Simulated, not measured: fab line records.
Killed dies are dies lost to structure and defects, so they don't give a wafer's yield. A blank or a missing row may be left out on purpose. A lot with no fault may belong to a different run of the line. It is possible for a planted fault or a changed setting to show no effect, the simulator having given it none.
Chamber matching :: flow n5-finfet :: 4 sister chambers for N5_BEOL_M7_CMP_52 on cmp-01
The step polishes, stops on SiCOH lowk, t overpolish 6.9 s, target thk 80 nm. 4 wafers are shown with their chamber, then 11 later ones without.

WAFERS WITH THEIR CHAMBER
wafer: L084.1
chamber: 3
motor-current-A (A): 5.8

wafer: L086.4
chamber: 0
motor-current-A (A): 7.2

wafer: L086.5
chamber: 1
motor-current-A (A): 6.0

wafer: L090.1
chamber: 2
motor-current-A (A): 7.0

WAFERS WHOSE CHAMBER IS MISSING
wafer: L090.2
motor-current-A (A): 7.1

wafer: L090.5
motor-current-A (A): 5.4

wafer: L095.2
motor-current-A (A): 6.0

wafer: L095.4
motor-current-A (A): 5.9

wafer: L095.5
motor-current-A (A): 6.2

wafer: L096.1
motor-current-A (A): 6.2

wafer: L096.5
motor-current-A (A): 6.5

wafer: L096.6
motor-current-A (A): 5.7

wafer: L097.1
motor-current-A (A): 6.6

wafer: L097.2
motor-current-A (A): 5.7

wafer: L097.3
motor-current-A (A): 5.9

THE CHAMBER EACH PASSED THROUGH
wafer: L090.2
from the rows above: can't be placed: 2 or 0
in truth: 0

wafer: L090.5
from the rows above: can't be placed: 3 or 1
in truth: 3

wafer: L095.2
from the rows above: can't be placed: 1 or 3
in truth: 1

wafer: L095.4
from the rows above: can't be placed: 1 or 3
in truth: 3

wafer: L095.5
from the rows above: can't be placed: 1 or 3
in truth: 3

wafer: L096.1
from the rows above: can't be placed: 1 or 3
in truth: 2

wafer: L096.5
from the rows above: can't be placed: 1 or 2 or 0 or 3
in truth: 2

wafer: L096.6
from the rows above: can't be placed: 3 or 1
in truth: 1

wafer: L097.1
from the rows above: can't be placed: 2 or 1 or 0 or 3
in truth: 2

wafer: L097.2
from the rows above: can't be placed: 3 or 1
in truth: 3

wafer: L097.3
from the rows above: can't be placed: 1 or 3
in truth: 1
Placed correctly: 0 of 11. Can't be placed from these rows: 11 (the true chamber is among the candidates in 10). Wrongly placed: 0.
How it was worked out, from the rows above alone: a wafer's distance from a chamber is the root of the sum, over the readings, of the square of ((its reading less the chamber's mean) divided by the reading's scatter). If the next closest chamber is less than 2 further off than the closest, the wafer can't be placed; otherwise it belongs to the closest. The mean given for a chamber averages the wafers shown for that chamber. The scatter: with one shown wafer a chamber, the root of the mean of the squares of how far each hidden wafer lies from its nearest shown one.
